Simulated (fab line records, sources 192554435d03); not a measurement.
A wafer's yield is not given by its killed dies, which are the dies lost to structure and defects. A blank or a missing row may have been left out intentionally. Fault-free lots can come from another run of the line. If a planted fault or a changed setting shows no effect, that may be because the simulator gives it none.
fab line records | flow n5_finfet
record: lots: 11 wafers: 29 last_day: 16
route steps=1938 shown FIN_SAQP@130 FIN_CUT@155 BEOL_M4@1111 PASSIVATION@1936
lots that met no fault: from a run of the same line without faults
start_h: hours from the record's first day to the start of the lot's first wafer shown | wait_h: time in hours since the lot's previous step | " as in the row above | L1.1+2: a single row standing in for several wafers | - either no value or no given start | * or withheld: withheld | < > ~ a bound
route shown NAME@n: names a module that has steps shown in the file, with the first one's number in the route | usual: mean and standard deviation over wafers with no fault | same: alike in all rows | chamber/n: place in a boat | sites: each site's reading | _std_site: the standard deviation of these | _edge_site: outer sites' mean less inner sites' | radius_mm: for every site, how far away it sits from the centre of the wafer | mask NAME#n: copy n | behind: the most recent tool/chamber to have shaped the wafer | hold: cause of the lot's hold/its duration in hours/its outcome | device: which transistor (n, p or np) failed to switch | end of line: tests run on the same wafers once the route is complete | where a step has no rows: the recipe by itself | killed: at the first sort, the dies lost to defects and structure; wafer yield is something else | map: a wafer's dies, x killed, . not, _ none there
set.NAME: the setting as run; set.NAME@STEP: as run at that earlier step | model.NAME: the simulator's own value behind a step, which no gauge read
route steps across a sampled set of lots; one table per step, one row per wafer
services: the hour from which a tool's chamber was out of use, counted from the record's first day as start_h (under 0 if before that day), plus the number of hours and why
== steps ==
step: N5_FIN_SAQP_ETCH_65
recipe: chemistry: CF4 target: SiO2 target_depth_a: 40 ion_energy_ev: 350 time_s: 4.4 pressure_mtorr: 10 icp_w: 800 bias_w: 400 cf4_flow_sccm: 80
usual: drypump_motor_current_A: 5.7/0.51 oes_product_au: 0.990/0.019 throttle_valve_pct: 21.75/0.22
columns lot.wafer tool chamber start_h wait_h drypump_motor_current_A oes_product_au rf_hours_counter_h throttle_valve_pct
L823.2 rie_si-05 2 29.97 0.1 5.6 0.969 166 21.98
L823.5 " 3 " " 4.9 0.972 - 21.79
L823.6 " 2 " " 5.6 0.982 - 21.98
L825.2 rie_si-05 0 42.50 0.1 6.2 1.006 66 21.84
L825.4 " 2 " " 5.7 0.974 166 21.97
L825.6 " 2 " " 5.6 0.974 - 21.98
L827.1 rie_si-01 1 55.33 0.1 5.4 1.018 104 21.47
L827.3 " 3 " " 5.4 0.987 104 22.23
L827.5 " 3 " " 5.4 0.995 - 22.24
L828.2 rie_si-03 3 60.23 0.1 6.0 1.000 56 21.41
L828.3 " 2 " " 5.5 0.991 145 21.78
L828.6 " 1 " " 6.6 0.971 - 21.79
L829.1 rie_si-03 0 66.01 0.1 5.0 0.979 97 21.87
L829.4 " 1 " " 6.6 0.969 68 21.81
L829.5 " 2 " " 5.5 0.983 - 21.78
L830.1 rie_si-03 0 73.17 0.1 5.0 0.987 97 21.89
L830.5 " 1 " " 6.6 0.970 - 21.81
L831.1 rie_si-01 0 78.80 0.1 5.8 0.985 93 21.81
L831.3 " 2 " " 5.6 0.962 111 21.56
L838.3 rie_si-03 1 122.21 0.1 6.6 0.978 69 21.81
L838.5 " 3 " " 6.0 1.003 - 21.40
L840.2 rie_si-05 0 133.44 0.1 6.2 1.028 68 21.87
L840.4 " 3 " " 5.0 0.977 9 21.78
L840.5 " 3 " " 4.9 0.982 - 21.81
L841.2 rie_si-05 0 138.14 0.1 6.2 1.030 68 21.85
L841.3 " 3 " " 4.9 0.975 9 21.80
L843.2 rie_si-01 2 151.32 0.1 5.7 0.978 112 21.54
L843.4 " 0 " " 5.8 0.984 95 21.80
L843.5 " 3 " " 5.4 0.984 - 22.25
step: N5_FIN_SAQP_ETCH_67
recipe: chemistry: CH3F/O2 target: SiNx target_depth_a: 300 mask_material: SOC pressure_mtorr: 30 source_w: 395 bias_w: 73 Ar_flow_sccm: 150 CH3F_flow_sccm: 30 O2_flow_sccm: 20 ion_energy_ev: 120
usual: drypump_motor_current_A: 5.6/0.46 oes_product_au: 0.78/0.11 rf_vpp_V: 297/7 showerhead_plenum_p_Torr: 2.00/0.047 throttle_valve_pct: 16.43/0.23
columns lot.wafer tool chamber start_h wait_h drypump_motor_current_A oes_product_au rf_hours_counter_h rf_vpp_V showerhead_plenum_p_Torr throttle_valve_pct
L823.2 rie_diel-03 1 30.70 0.0 5.9 0.70 214 297 1.96 16.55
L823.5 " 3 " " 5.5 0.74 - 304 2.05 16.45
L823.6 " 0 " " 6.3 0.70 - 304 2.00 16.79
L825.2 rie_diel-05 1 43.12 0.0 5.1 0.68 240 307 2.05 16.54
L825.4 " 3 " " 6.1 0.75 - 295 2.00 16.45
L825.6 " 2 " " 4.8 0.79 - 285 1.93 16.39
L827.1 rie_diel-03 3 56.31 0.0 5.5 0.74 186 303 2.05 16.47
L827.3 " 0 " " 6.3 0.68 232 303 1.99 16.81
L827.5 " 1 " " 5.9 0.70 - 297 1.96 16.57
L828.2 rie_diel-03 3 60.85 0.0 5.5 0.73 188 304 2.05 16.47
L828.3 " 1 " " 5.9 0.70 225 299 1.96 16.57
L828.6 " 3 " " 5.5 0.73 - 304 2.05 16.48
L829.1 rie_diel-03 0 66.64 0.0 6.2 0.69 236 304 1.99 16.80
L829.4 " 3 " " 5.5 0.74 - 303 2.05 16.47
L829.5 " 0 " " 6.3 0.69 - 303 1.99 16.81
L830.1 rie_diel-06 2 73.79 0.0 4.7 0.70 213 291 1.97 16.59
L830.5 " 1 " " 5.9 0.70 - 295 1.99 16.69
L831.1 rie_diel-05 0 79.43 0.0 5.9 0.95 8 294 1.97 16.37
L831.3 " 3 " " 6.1 0.73 160 296 1.99 16.48
L838.3 rie_diel-05 3 122.84 0.0 6.1 0.71 178 296 1.99 16.51
L838.5 " 3 " " 6.1 0.71 - 295 1.99 16.52
L840.2 rie_diel-05 2 134.17 0.0 4.8 0.76 149 284 1.92 16.47
L840.4 " 3 " " 6.1 0.71 182 296 1.99 16.50
L840.5 " 1 " " 5.1 0.89 - 309 2.04 16.11
L841.2 rie_diel-06 0 138.96 0.0 5.3 0.92 18 288 2.06 16.05
L841.3 " 2 " " 4.7 0.68 238 292 1.96 16.60
L843.2 rie_diel-03 2 151.94 0.0 5.8 0.92 29 304 2.04 16.07
L843.4 " 1 " " 5.9 0.98 - 296 1.95 16.09
L843.5 " 2 " " 5.8 0.92 - 304 2.04 16.06
step: N5_FIN_CUT_COAT_19
recipe: resist: SiARC temp_c: 220 time_s: 60 spin_rpm: 1500 resist_thk_nm: 20
usual: dispense_pressure_kPa: 48.7/0.83 heater_power_total_W: 427.6/2 resist_line_temp_C: 23.00/0.12 run_length_s: 66.38/0.13
columns lot.wafer tool chamber start_h wait_h dispense_pressure_kPa heater_power_total_W resist_line_temp_C run_length_s
L823.2 litho_track-03 0 32.27 - 47.8 429.5 22.99 66.61
L823.5 " 0 " " 47.8 425.7 22.93 66.33
L823.6 " 0 " " 47.8 426.8 22.87 66.31
L825.2 litho_track-05 0 44.51 - 49.5 430.3 23.09 66.50
L825.4 " 0 " " 49.6 427.1 23.13 66.38
L825.6 " 0 " " 49.5 429.6 23.19 66.27
L827.1 litho_track-05 0 57.84 - 49.5 439.2 22.85 63.40
L827.3 " 0 " " 49.5 428.1 22.91 66.36
L827.5 " 0 " " 49.5 439.1 22.97 63.38
L828.2 litho_track-04 0 62.30 - 48.2 429.3 22.83 66.28
L828.3 " 0 " " 48.3 429.7 22.80 66.21
L828.6 " 0 " " 48.2 425.6 22.75 66.23
L829.1 litho_track-03 0 68.15 - 47.8 425.2 23.08 66.65
L829.4 " 0 " " 47.8 430.3 23.20 66.35
L829.5 " 0 " " 47.8 429.0 23.08 66.70
L830.1 litho_track-05 0 75.18 - 49.6 438.8 23.11 63.35
L830.5 " 0 " " 49.6 441.6 23.05 63.74
L831.1 litho_track-05 0 81.20 - 49.5 441.0 23.02 63.38
L831.3 " 0 " " 49.6 424.4 22.99 66.49
L838.3 litho_track-03 0 124.64 - 47.8 430.0 23.06 66.42
L838.5 " 0 " " 47.8 430.6 23.15 66.57
L840.2 litho_track-03 0 135.59 - 47.8 429.5 22.98 66.32
L840.4 " 0 " " 47.8 425.2 23.08 66.62
L840.5 " 0 " " 47.8 429.3 22.98 66.31
L841.2 litho_track-05 0 140.34 - 49.5 428.3 23.26 66.32
L841.3 " 0 " " 49.5 426.1 23.15 66.47
L843.2 litho_track-03 0 154.54 - 47.8 426.3 22.99 66.33
L843.4 " 0 " " 47.8 424.6 22.87 66.50
L843.5 " 0 " " 47.8 424.2 23.03 66.35
step: N5_FIN_CUT_OVL_MEAS_09
recipe: points_per_wafer: 522
usual: FIN_CUT_OVL: -0.3/0.74
same: points_per_wafer: 522
columns lot.wafer tool chamber start_h wait_h FIN_CUT_OVL[nm]
L823.2 overlay-02 0 32.57 0.0 0.8
L823.5 " 0 " " -0.3
L823.6 " 0 " " 0.2
L825.2 overlay-01 0 45.94 0.0 -0.7
L825.4 " 0 " " -1.7
L825.6 " 0 " " -1.9
L827.1 overlay-01 0 58.14 0.0 -1.5
L827.3 " 0 " " -0.8
L827.5 " 0 " " -1.3
L828.2 overlay-02 0 62.61 0.0 -0.4
L828.3 " 0 " " -1.5
L828.6 " 0 " " -0.2
L829.1 overlay-02 0 68.45 0.0 -1.3
L829.4 " 0 " " -0.6
L829.5 " 0 " " -0.7
L830.1 overlay-01 0 75.62 0.0 -1.1
L830.5 " 0 " " -1.3
L831.1 overlay-02 0 81.62 0.0 0.2
L831.3 " 0 " " -0.8
L838.3 overlay-01 0 124.95 0.0 -0.5
L838.5 " 0 " " -1.1
L840.2 overlay-02 0 135.89 0.0 -0.2
L840.4 " 0 " " 0.2
L840.5 " 0 " " 0.7
L841.2 overlay-02 0 140.65 0.0 1.1
L841.3 " 0 " " 0.6
L843.2 overlay-02 0 154.97 0.0 -0.7
L843.4 " 0 " " -0.5
L843.5 " 0 " " 0.2
step: N5_BEOL_M4_RC_MEAS_101
usual: DIBL_N: 36.9/2.1 DIBL_P: 37.1/2.5 IOFF_N: 0.17/0.039 IOFF_P: 0.23/0.043 ION_N: 673/15 ION_P: 462/9.1 SS_N: 71.8/0.69 SS_P: 73.6/0.74 VT_N: 250/3.6 VT_P: -249.7/2.9
columns lot.wafer tool chamber start_h wait_h DIBL_N[mV/V] DIBL_P[mV/V] IOFF_N[nA/um] IOFF_P[nA/um] ION_N[uA/um] ION_P[uA/um] SS_N[mV/dec] SS_P[mV/dec] VT_N[mV] VT_P[mV]
L823.2 prober-02 0 177.83 0.2 35.1 37.0 0.16 0.24 691 474 71.2 74.0 251 -247.6
L823.5 " 0 " " 36.0 36.9 0.15 0.23 666 459 71.7 73.6 253 -248.0
L823.6 " 0 " " 34.3 35.4 0.14 0.20 674 464 71.2 73.3 249 -248.0
L825.2 prober-01 0 180.79 0.2 33.5 33.0 0.12 0.17 677 465 70.8 72.1 254 -252.8
L825.4 " 0 " " 35.6 35.0 0.15 0.19 665 453 71.1 72.9 249 -252.3
L825.6 " 0 " " 35.8 35.6 0.14 0.19 667 452 70.7 73.2 251 -250.6
L827.1 prober-01 0 195.75 0.0 38.2 38.3 0.17 0.27 664 468 71.4 73.9 247 -245.9
L827.3 " 0 " " 38.3 36.5 0.16 0.22 658 450 72.4 74.1 251 -251.2
L827.5 " 0 " " 40.7 40.6 0.23 0.31 681 468 72.2 74.6 247 -244.4
L828.2 prober-01 0 198.34 0.2 35.2 34.9 0.13 0.19 657 453 71.6 72.6 254 -252.9
L828.3 " 0 " " 38.6 38.4 0.20 0.26 673 462 71.9 73.9 250 -246.8
L828.6 " 0 " " 39.4 39.8 0.21 0.27 680 467 71.9 73.5 245 -245.6
L829.1 prober-02 0 205.37 0.0 36.1 34.1 0.13 0.19 668 461 70.6 72.6 256 -251.9
L829.4 " 0 " " 36.6 36.1 0.14 0.22 676 470 71.1 72.7 251 -249.4
L829.5 " 0 " " 36.8 36.1 0.15 0.23 654 456 71.0 73.3 252 -248.9
L830.1 prober-02 0 218.42 0.0 33.0 33.9 0.13 0.19 677 470 70.7 72.6 249 -250.4
L830.5 " 0 " " 37.1 38.8 0.19 0.27 674 463 72.2 73.9 245 -245.1
L831.1 prober-01 0 224.72 0.0 43.2 41.7 0.28 0.34 689 465 73.0 75.6 243 -247.7
L831.3 " 0 " " 38.0 35.4 0.17 0.21 659 447 71.8 73.8 251 -252.2
L838.3 prober-01 0 272.69 0.3 38.7 39.0 0.19 0.24 689 465 72.4 72.8 246 -249.5
L838.5 " 0 " " 40.3 41.2 0.20 0.27 695 474 72.6 73.8 246 -246.3
L840.2 prober-01 0 279.56 0.2 34.4 34.4 0.12 0.16 665 450 71.6 73.0 254 -251.9
L840.4 " 0 " " 37.2 37.1 0.17 0.19 671 457 71.5 73.6 249 -252.1
L840.5 " 0 " " 38.1 38.7 0.19 0.22 687 462 71.6 73.9 246 -250.4
L841.2 prober-01 0 284.13 0.2 40.9 43.4 0.28 0.34 707 486 74.2 75.1 243 -244.5
L841.3 " 0 " " 39.5 40.8 0.22 0.28 682 456 73.1 75.3 244 -247.6
L843.2 prober-01 0 299.57 0.2 35.2 35.2 0.16 0.24 658 459 71.6 73.2 249 -246.8
L843.4 " 0 " " 33.2 32.6 0.13 0.19 666 464 71.5 72.3 252 -248.8
L843.5 " 0 " " 35.0 34.3 0.17 0.21 649 453 72.1 72.9 250 -248.8
step: N5_PASSIVATION_PROBE_49
usual: defect_limited_yield: 91.3/1.4 killed_at_M0_to_M3: 32/9.5 killed_at_M4_up: 14/5.2 killed_at_contacts: 13/5.7 killed_at_front_end: 41/12 killed_at_other: 3.5/2.6 killed_dies: 103/17 killed_open: 68/14 killed_short: 32/7 sort_bin_4_leakage: 0.01/0.051 sort_bin_5_function: 5.0/0.91 sort_bin_6_memory: 3.3/0.7 sort_bin_8_speed: 0.03/0.22 sort_n_pass: 1076/17 sort_yield_pct: 91.2/1.4
same: gross_dies: 1180 killed_at_back_side: 0
columns lot.wafer tool chamber start_h wait_h defect_limited_yield[%] killed_at_M0_to_M3 killed_at_M4_up killed_at_contacts killed_at_front_end killed_at_other killed_dies killed_open killed_short sort_bin_4_leakage[%] sort_bin_5_function[%] sort_bin_6_memory[%] sort_bin_8_speed[%] sort_n_pass sort_yield_pct[%]
L825.2 prober-02 - 279.29 0.1 89.4 44 11 7 62 1 125 69 46 0 6.4 3.1 0 1055 89.4
L825.4 prober-02 - 279.39 0.2 91.3 40 9 10 43 1 103 47 53 0 5.9 2.3 0 1077 91.3
L825.6 prober-02 - 279.49 0.3 92.1 32 10 8 42 1 93 60 28 0 4.1 3.6 0 1087 92.1
L827.3 prober-02 - 294.33 0.1 88.6 28 13 9 76 8 134 99 35 0 6.8 4.3 0 1046 88.6
L830.1 prober-01 - 314.62 0.0 90.8 33 10 10 52 4 109 67 29 0 5.4 2.5 0 1071 90.8
L830.5 prober-01 - 314.82 0.2 92.0 37 6 15 29 7 94 68 26 0 4.5 3.2 0 1086 92.0
killed by level:class
L825.2 FIN_SAQP:geometric_particle:open=16 BEOL_M0_SAQP:geometric_particle:open=16 BEOL_M0_SAQP:geometric_particle:short=13 FIN_SAQP:geometric_particle:short=12 HKMG_FIN:area_etch=9 BEOL_M3:geometric_particle:open=7 STARTING-WAFER:geometric_particle:open=6 STI_FIN_REVEAL:geometric_particle:open=5
L825.4 BEOL_M0_SAQP:geometric_particle:open=16 BEOL_M0_SAQP:geometric_particle:short=16 GATE_CUT:geometric_particle:short=12 MOL_CONTACT_COAG:geometric_particle:open=7 FIN_SAQP:geometric_particle:open=6 BEOL_M1:geometric_particle:short=6 GATE_CUT:geometric_particle:open=5 STARTING-WAFER:geometric_particle:short=4
L825.6 BEOL_M0_SAQP:geometric_particle:short=12 BEOL_M3:geometric_particle:open=9 FIN_SAQP:geometric_particle:short=7 FIN_SAQP:geometric_particle:open=7 MOL_CONTACT_COAG:geometric_particle:open=6 DUMMY_GATE:geometric_particle:open=5 BEOL_M0_SAQP:geometric_particle:open=5 BEOL_M4:geometric_particle:open=4
L827.3 FIN_SAQP:geometric_particle:open=31 STI_FIN_REVEAL:geometric_particle:open=16 FIN_SAQP:geometric_particle:short=12 MOL_CONTACT_COAG:geometric_particle:open=9 BEOL_M0_SAQP:geometric_particle:short=7 PAD_METAL:geometric_particle:open=7 DUMMY_GATE:geometric_particle:open=6 BEOL_M3:geometric_particle:open=6
L830.1 FIN_SAQP:geometric_particle:open=13 HKMG_FIN:area_etch=13 STI_FIN_REVEAL:geometric_particle:open=8 MOL_CONTACT_COAG:geometric_particle:open=8 BEOL_M3:geometric_particle:open=7 BEOL_M2:geometric_particle:open=6 BEOL_M4:geometric_particle:open=6 FIN_SAQP:geometric_particle:short=5
L830.5 MOL_CONTACT_COAG:geometric_particle:open=14 BEOL_M0:geometric_particle:open=10 FIN_SAQP:geometric_particle:open=9 BEOL_M0_SAQP:geometric_particle:short=7 BEOL_M0_SAQP:geometric_particle:open=7 FIN_SAQP:geometric_particle:short=6 GATE_CUT:geometric_particle:short=5 BEOL_M1:geometric_particle:open=4
== services ==
columns tool chamber start_h hours kind
rie_diel-06 - 9.96 2.8 pm
rie_diel-05 0 42.73 - clean
rie_diel-05 0 42.73 - consumable_replace:focus_ring
rie_diel-05 0 42.73 14.6 scheduled_down
rie_si-01 0 52.51 6.1 repair
rie_si-01 3 56.00 24.3 repair
rie_diel-03 2 58.66 - clean
rie_diel-03 2 58.66 - consumable_replace:focus_ring
rie_diel-03 2 58.66 30.3 scheduled_down
rie_diel-03 2 58.66 30.3 vent_cycle
rie_diel-03 0 77.63 53.1 repair
rie_si-05 3 96.32 5.7 repair
rie_diel-03 2 97.15 3.3 repair
rie_diel-06 0 100.78 9.1 repair
rie_diel-06 - 119.48 4.4 repair
rie_diel-06 0 124.63 1.7 repair
rie_diel-03 1 130.75 - clean
rie_diel-03 1 130.75 - consumable_replace:focus_ring
rie_diel-03 1 130.75 17.5 scheduled_down
rie_diel-03 1 130.75 17.5 vent_cycle
rie_diel-03 0 149.30 - clean
rie_diel-03 0 149.30 - consumable_replace:focus_ring
rie_diel-03 0 149.30 25.7 scheduled_down
rie_diel-03 0 149.30 25.7 vent_cycle
== key ==
first_sign: step: N5_FIN_CUT_COAT_19 reading: run_length_s direction: down sigmas: 22 usual: * struck: *
effect: step: N5_FIN_CUT_COAT_19 reading: heater_power_total_W direction: up sigmas: 6.1 usual: * struck: *
met_at N5_FIN_CUT_COAT_19
struck_lots L827,L830,L831
struck_wafers L827.1,L827.5,L830.1,L830.5,L831.1
baseline_loss: step: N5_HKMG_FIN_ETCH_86 wafers: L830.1
not_acting_at N5_FIN_SAQP_ETCH_65,N5_FIN_SAQP_ETCH_67,N5_FIN_CUT_OVL_MEAS_09
onset_between 44.51 57.84
fault: kind: process_parameter_drift tool: litho_track-05 chamber: - onset_h: 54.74 steps: N5_FIN_CUT_COAT_19 channel: time_s offset: * shape: step end_h: 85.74 scope: struck_wafers_only acts_in: * stated: *
baseline_loss: these wafers lose ten dies or more at that step, a loss of the line's own and not of a fault; the sort's usual values leave them out
